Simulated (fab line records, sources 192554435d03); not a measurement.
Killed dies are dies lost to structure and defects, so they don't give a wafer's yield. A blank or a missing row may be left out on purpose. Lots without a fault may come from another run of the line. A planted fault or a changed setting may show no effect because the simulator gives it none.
Split-lot experiment | flow n5_finfet | 7 lots, 39 wafers read, on a route of 1938 steps

THE SPLIT
At N5_SD_EPI_P_EPI_21 (deposits SiGe:B, time 355 s), the setting time_s was moved away from the recipe's 355 s on 15 of the 39 wafers read, by -52.5% to +56.1%. The other wafers ran this setting at the recipe's value.

FROM THE SPLIT TO THE READING: what the file shows between them, 1 step
- N5_SD_EPI_P_EPI_MEAS_23

THE READING
SiGe-B_of_SD_EPI_P_EPI_21.thk_nm (the simulator's own value, which no gauge read), in nm, at N5_SD_EPI_P_HM_STRIP_48 (strips SiNx in H3PO4, material SiNx, target depth 3 nm). The file gives no usual value for it. The 24 wafers here that ran the recipe average 60.9 nm, standard deviation 0.51 nm.

wafer  | tool, chamber at the split | time_s as run, s | against the recipe | SiGe-B_of_SD_EPI_P_EPI_21.thk_nm, nm | against lot-mates on the recipe
L074.1 | epi_rpcvd-01, 0            | 355              | recipe             | 62                                   | -
L074.2 | epi_rpcvd-01, 0            | 168.6            | -52.5%             | 31.4                                 | -29.6
L074.3 | epi_rpcvd-01, 0            | 168.6            | -52.5%             | 31.4                                 | -29.6
L074.4 | epi_rpcvd-01, 0            | 355              | recipe             | 60.6                                 | -
L074.5 | epi_rpcvd-01, 0            | 168.6            | -52.5%             | 31.6                                 | -29.4
L074.6 | epi_rpcvd-01, 0            | 355              | recipe             | 60.4                                 | -
L075.1 | epi_rpcvd-04, 0            | 355              | recipe             | 61.4                                 | -
L075.3 | epi_rpcvd-04, 0            | 355              | recipe             | 60.8                                 | -
L075.4 | epi_rpcvd-04, 0            | 355              | recipe             | 60.6                                 | -
L078.1 | epi_rpcvd-01, 0            | 355              | recipe             | 61.2                                 | -
L078.2 | epi_rpcvd-01, 0            | 500              | +40.8%             | 77.2                                 | +16.6
L078.3 | epi_rpcvd-01, 0            | 500              | +40.8%             | 77                                   | +16.4
L078.4 | epi_rpcvd-01, 0            | 355              | recipe             | 60.2                                 | -
L078.5 | epi_rpcvd-01, 0            | 500              | +40.8%             | 77.8                                 | +17.2
L078.6 | epi_rpcvd-01, 0            | 355              | recipe             | 60.4                                 | -
L080.1 | epi_rpcvd-01, 0            | 355              | recipe             | 60.4                                 | -
L080.4 | epi_rpcvd-01, 0            | 355              | recipe             | 60.4                                 | -
L080.6 | epi_rpcvd-01, 0            | 355              | recipe             | 60.4                                 | -
L080.2 | epi_rpcvd-01, 0            | 355              | recipe             | 60.6                                 | -
L080.3 | epi_rpcvd-01, 0            | 355              | recipe             | 61.6                                 | -
L080.5 | epi_rpcvd-01, 0            | 355              | recipe             | 61.2                                 | -
L082.1 | epi_rpcvd-02, 0            | 172.2            | -51.5%             | 32.2                                 | -29.3
L082.2 | epi_rpcvd-02, 0            | 355              | recipe             | 61.8                                 | -
L082.5 | epi_rpcvd-02, 0            | 355              | recipe             | 61.8                                 | -
L082.3 | epi_rpcvd-02, 0            | 355              | recipe             | 61                                   | -
L082.4 | epi_rpcvd-02, 0            | 172.2            | -51.5%             | 32.4                                 | -29.1
L082.6 | epi_rpcvd-02, 0            | 172.2            | -51.5%             | 32.4                                 | -29.1
L091.1 | epi_rpcvd-04, 0            | 355              | recipe             | 60.8                                 | -
L091.2 | epi_rpcvd-04, 0            | 355              | recipe             | 60.6                                 | -
L091.3 | epi_rpcvd-04, 0            | 283.3            | -20.2%             | 52                                   | -8.9
L091.4 | epi_rpcvd-04, 0            | 355              | recipe             | 61.2                                 | -
L091.5 | epi_rpcvd-04, 0            | 283.3            | -20.2%             | 51.8                                 | -9.1
L091.6 | epi_rpcvd-04, 0            | 283.3            | -20.2%             | 52.2                                 | -8.7
L094.1 | epi_rpcvd-04, 0            | 355              | recipe             | 61                                   | -
L094.2 | epi_rpcvd-04, 0            | 355              | recipe             | 61.2                                 | -
L094.3 | epi_rpcvd-04, 0            | 554.3            | +56.1%             | 83                                   | +22.1
L094.4 | epi_rpcvd-04, 0            | 554.3            | +56.1%             | 83                                   | +22.1
L094.5 | epi_rpcvd-04, 0            | 355              | recipe             | 60.6                                 | -
L094.6 | epi_rpcvd-04, 0            | 554.3            | +56.1%             | 83.4                                 | +22.5

THE FIT
A straight line over all 39 wafers: SiGe-B_of_SD_EPI_P_EPI_21.thk_nm changes by +0.478 nm for each +1% of time_s; r = +0.99; the points scatter about the line by 2 nm.
The same after taking each lot's own level away (the mean of its wafers on the recipe; 39 wafers): +0.482 nm for each +1%; r = +0.99; scatter 2.1 nm.
On that fit, the largest move of time_s shifts the reading by 27 nm.
The lots' own levels span 60.60 to 61.53 nm, that is 1.8 times the standard deviation above.
So the lot-to-lot level changes the slope little: the two slopes agree.
Check: with one of the wafers moved furthest among these (+56.1%) left out of the fit, the line predicts +26.5 nm for it against its lot-mates. It came out at +22.1 nm against them.

OTHER SPLITS ON THESE WAFERS
These wafers also went through other splits before the reading. Each is held against what the fit with the lots' levels taken away leaves over:
other split on the same wafers          | wafers away from the commonest value | r with SiGe-B_of_SD_EPI_P_EPI_21.thk_nm (lot level and that fit taken away)
N5_ZERO_LAYER_DEVELOP_10 develop_time_s | 12                                   | +0.25

THE WHOLE CHAIN: every reading that the file lists as answering this split, in the file's order
step                    | what it does                                           | reading                                                                           | change (the file's fit)               | r (the file's)
N5_SD_EPI_P_EPI_21      | deposits SiGe:B, time 355 s                            | SiGe-B_of_SD_EPI_P_EPI_21.thk_nm (the simulator's own value, which no gauge read) | +0.49 nm for each +1% of the setting  | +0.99
N5_SD_EPI_P_EPI_MEAS_23 |                                                        | thk_nm                                                                            | withheld for each +1% of the setting  | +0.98
N5_SD_EPI_P_HM_STRIP_48 | strips SiNx in H3PO4, material SiNx, target depth 3 nm | SiGe-B_of_SD_EPI_P_EPI_21.thk_nm (the simulator's own value, which no gauge read) | +0.485 nm for each +1% of the setting | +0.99

THE FILE'S OWN FIT
SiGe-B_of_SD_EPI_P_EPI_21.thk_nm changes by +0.485 nm for each +1% of time_s, r = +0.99.
